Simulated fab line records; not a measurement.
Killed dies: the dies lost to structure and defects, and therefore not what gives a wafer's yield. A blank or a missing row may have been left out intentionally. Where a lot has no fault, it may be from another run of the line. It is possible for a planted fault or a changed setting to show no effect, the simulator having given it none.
Which tool did it? -- flow nand_harc -- 13 lots with 37 wafers sampled at 5 steps, on a route of 1302 steps

## WHAT THE GAUGES SHOWED, per wafer
NHARC_END_SORT_01. Usual: killed_at_array 52, standard deviation 18; killed_at_other 1.0, standard deviation 1.4; killed_at_periphery 3.1, standard deviation 2.3; killed_dies 56, standard deviation 17; killed_open 3.0, standard deviation 1.7; killed_short 2.5, standard deviation 1.7.
lot,measured,on,killed_at_array,killed_at_other,killed_at_periphery,killed_dies,killed_open,killed_short,flag
L108,day 30 14:40,prober-01,49,0,2,51,5,3,

## WHICH TOOL RAN EACH LOT (tool, then ch and the chambers of the sampled wafers, then the start)
lot,NHARC_P_GATE_DESCUM_48,NHARC_P_CONTACT_DEP_30,NHARC_P_CONTACT_CMP_01,NHARC_P_CONTACT_ETCH_35
L992,"rie_diel-04 ch 0,1,2, day 6 00:50","pecvd-03 ch 0,1,2, day 6 07:05","cmp-03 ch 0,2,3, day 6 07:45","rie_diel-05 ch 0,2,3, day 6 08:52"
L994,"rie_diel-04 ch 0,2, day 6 23:32","pecvd-04 ch 1,2, day 7 06:21","cmp-01 ch 1,2,3, day 7 07:07","rie_diel-08 ch 2,3, day 7 08:10"
L995,"rie_diel-01 ch 0,2,3, day 7 02:47","pecvd-04 ch 1,2, day 7 09:14","cmp-04 ch 0,1, day 7 09:59","rie_diel-05 ch 1,2,3, day 7 11:03"
L997,"rie_diel-11 ch 1,2, day 8 04:02","pecvd-04 ch 0,1,2, day 8 10:40","cmp-03 ch 2,3, day 8 11:17","rie_diel-05 ch 0,3, day 8 12:22"
L998,"rie_diel-04 ch 0,1,3, day 8 20:16","pecvd-01 ch 0,1,2, day 9 02:34","cmp-03 ch 0,2,3, day 9 03:17","rie_diel-03 ch 1,2,3, day 9 04:23"
L999,"rie_diel-11 ch 0,3, day 8 20:32","pecvd-04 ch 0,1,2, day 9 03:06","cmp-03 ch 0,1, day 9 03:43","rie_diel-05 ch 0,1,2, day 9 04:49"
L102,"rie_diel-11 ch 0,1,3, day 10 00:41","pecvd-01 ch 0,2, day 10 06:59","cmp-03 ch 2,3, day 10 07:44","rie_diel-08 ch 1,2,3, day 10 08:49"
L103,"rie_diel-04 ch 1,2, day 10 12:15","pecvd-01 ch 0,1, day 10 18:26","cmp-04 ch 0,2,3, day 10 19:27","rie_diel-08 ch 0,2,3, day 10 20:30"
L104,"rie_diel-11 ch 1,2,3, day 11 10:38","pecvd-01 ch 0,2, day 11 17:53","cmp-01 ch 0,2,3, day 11 18:35","rie_diel-05 ch 1,2,3, day 11 19:41"
L106,"rie_diel-04 ch 1,2,3, day 11 17:38","pecvd-01 ch 0,1, day 11 23:58","cmp-04 ch 1,3, day 12 00:40","rie_diel-08 ch 0,1,3, day 12 01:44"
L108,"rie_diel-11 ch 2, day 12 15:53","pecvd-03 ch 1,2, day 12 22:13","cmp-04 ch 0, day 12 22:57","rie_diel-08 ch 0,2, day 13 00:03"
L111,"rie_diel-04 ch 0, day 13 20:46","pecvd-04 ch 2, day 14 03:11","cmp-01 ch 2,3, day 14 03:50","rie_diel-08 ch 0,2, day 14 04:56"
L112,"rie_diel-04 ch 0,1, day 14 11:56","pecvd-03 ch 0,2, day 14 18:34","cmp-04 ch 0,2,3, day 14 19:15","rie_diel-03 ch 2,3, day 14 20:12"
- NHARC_P_GATE_DESCUM_48: chemistry O2, time 3 s.
- NHARC_P_CONTACT_DEP_30: deposits SiNx, target thk 30 nm.
- NHARC_P_CONTACT_CMP_01: polishes SiO2, target thk 200 nm.
- NHARC_P_CONTACT_ETCH_35: etches the open film in CF4, target depth 39 nm, time 65 s.

## AS READ BY THE TOOLS THEMSELVES (means over the sampled wafers that have a number; for cases with no such wafer, the mark the record gives instead)
NHARC_P_GATE_DESCUM_48. Usual: drypump_motor_current_A 5.6 A, standard deviation 0.38; oes_product_au 1.001 a.u., standard deviation 0.013; rf_vpp_V 57.9 V, standard deviation 0.87; showerhead_plenum_p_Torr 1.93 Torr, standard deviation 0.085; throttle_valve_pct 11.312 %, standard deviation 0.0091.
lot,tool,drypump_motor_current_A (A),oes_product_au (a.u.),rf_vpp_V (V),showerhead_plenum_p_Torr (Torr),throttle_valve_pct (%),flag
L992,rie_diel-04,5.4,1.010,58.2,1.94,11.314,
L994,rie_diel-04,5.7,1.005,57.8,1.98,11.315,
L995,rie_diel-01,6.0,0.994,58.0,1.92,11.314,
L997,rie_diel-11,5.7,1.005,58.9,2.01,11.314,
L998,rie_diel-04,5.2,0.997,58.0,1.85,11.315,
L999,rie_diel-11,5.6,0.980,58.5,1.97,11.314,
L102,rie_diel-11,5.7,1.003,58.1,1.99,11.312,
L103,rie_diel-04,5.5,0.989,57.9,2.01,11.313,
L104,rie_diel-11,5.6,1.011,58.3,1.99,11.309,
L106,rie_diel-04,5.4,0.993,57.8,1.92,11.308,
L108,rie_diel-11,5.8,1.007,59.0,1.95,11.316,
L111,rie_diel-04,5.3,1.016,57.0,1.84,11.308,
L112,rie_diel-04,5.3,1.011,58.5,1.87,11.313,

NHARC_P_CONTACT_DEP_30. Usual: 671 W for heater_power_w, sd 99.
lot,tool,heater_power_w (W),flag
L992,pecvd-03,690,
L994,pecvd-04,652,
L995,pecvd-04,583,
L997,pecvd-04,642,
L998,pecvd-01,687,
L999,pecvd-04,632,
L102,pecvd-01,575,
L103,pecvd-01,699,
L104,pecvd-01,618,
L106,pecvd-01,695,
L108,pecvd-03,668,
L111,pecvd-04,664,
L112,pecvd-03,764,

NHARC_P_CONTACT_CMP_01. Usual: 12.2 A for motor_current_A, sd 1.2.
lot,tool,motor_current_A (A),flag
L992,cmp-03,11.5,
L994,cmp-01,12.8,
L995,cmp-04,11.8,
L997,cmp-03,10.8,
L998,cmp-03,11.4,
L999,cmp-03,13.5,
L102,cmp-03,10.7,
L103,cmp-04,11.6,
L104,cmp-01,13.1,
L106,cmp-04,12.0,
L108,cmp-04,11.6,
L111,cmp-01,13.4,
L112,cmp-04,12.0,

NHARC_P_CONTACT_ETCH_35. Usual: drypump_motor_current_A 5.7 A, standard deviation 0.33; oes_product_au 1.000 a.u., standard deviation 0.015; rf_vpp_V 151.3 V, standard deviation 1.2; showerhead_plenum_p_Torr 1.78 Torr, standard deviation 0.07; throttle_valve_pct 13.284 %, standard deviation 0.0097.
lot,tool,drypump_motor_current_A (A),oes_product_au (a.u.),rf_vpp_V (V),showerhead_plenum_p_Torr (Torr),throttle_valve_pct (%),flag
L992,rie_diel-05,5.9,1.014,150.5,1.78,13.294,
L994,rie_diel-08,5.3,0.990,151.5,1.81,13.283,
L995,rie_diel-05,6.0,1.009,150.9,1.80,13.277,
L997,rie_diel-05,5.7,1.024,151.1,1.76,13.279,
L998,rie_diel-03,5.3,1.002,152.0,1.78,13.283,
L999,rie_diel-05,5.9,1.014,151.2,1.73,13.291,
L102,rie_diel-08,5.5,0.989,151.2,1.79,13.285,
L103,rie_diel-08,5.5,0.997,150.7,1.78,13.279,
L104,rie_diel-05,6.0,0.999,151.4,1.80,13.288,
L106,rie_diel-08,5.7,0.992,151.8,1.76,13.275,
L108,rie_diel-08,5.5,1.001,152.4,1.82,13.290,
L111,rie_diel-08,5.5,0.997,152.4,1.82,13.293,
L112,rie_diel-03,5.3,0.979,151.3,1.73,13.295,

## THE ANSWER, worked out from the rows above alone
Rule: lot off if the mean of its wafers having a number is beyond 3 standard deviations from the usual mean. A lot without any number at a reading at which 4 lots or more have one is off too. All remaining lots with rows at the step are treated as sound. After the gauges, taken in route order, come the tools' own readings; for these a lot's mean is taken, as printed above. The first step at which some lot is off is used, and at that step the reading that is off furthest; a lot without a number counts as furthest.
Nothing can be told from this: no lot is off at any reading shown.

## WHAT WAS PUT IN BY THE SIMULATOR
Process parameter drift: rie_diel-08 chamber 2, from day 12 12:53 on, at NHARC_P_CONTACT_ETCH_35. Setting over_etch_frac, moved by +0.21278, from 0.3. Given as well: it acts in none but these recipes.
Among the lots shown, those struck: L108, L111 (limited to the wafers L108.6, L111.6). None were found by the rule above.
